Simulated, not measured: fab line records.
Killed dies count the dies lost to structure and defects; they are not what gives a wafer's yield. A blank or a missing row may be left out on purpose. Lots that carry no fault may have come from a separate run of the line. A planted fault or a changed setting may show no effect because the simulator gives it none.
Chamber matching ; flow nand harc ; NHARC_P_STI_DESCUM_14 on rie diel-11 has 4 sister chambers
The step chemistry O2, time 3 s. 4 wafers are shown with their chamber, then 11 later ones without.

WAFERS, EACH WITH ITS CHAMBER
wafer;chamber;showerhead plenum p Torr (Torr)
L083.4;1;1.84
L085.5;3;2.07
L085.6;0;1.98
L088.4;2;1.94

WAFERS WITH NO CHAMBER GIVEN
wafer;showerhead plenum p Torr (Torr)
L088.5;1.94
L088.6;2.07
L089.3;1.94
L089.5;2.07
L089.6;1.94
L096.1;2.06
L096.2;1.84
L096.3;1.98
L097.2;1.93
L097.4;1.84
L097.6;1.84

THE CHAMBER EACH PASSED THROUGH
wafer;from the rows above;in truth
L088.5;2;2
L088.6;3;3
L089.3;2;2
L089.5;3;3
L089.6;2;2
L096.1;3;3
L096.2;1;1
L096.3;0;0
L097.2;2;2
L097.4;1;1
L097.6;1;1
Correct placement for 11 of the 11. From these rows, 0 cannot be placed. Wrongly placed: 0.
How it was worked out, from the rows above alone: a wafer's distance from a chamber is the root of the sum, over the readings, of the square of ((its reading less the chamber's mean) divided by the reading's scatter). The wafer belongs to the nearest chamber; if the next one is less than 2 further off, it can't be placed. A chamber's mean is the mean of its shown wafers. The scatter: with one shown wafer a chamber, the root of the mean of the squares of how far each hidden wafer lies from its nearest shown one.
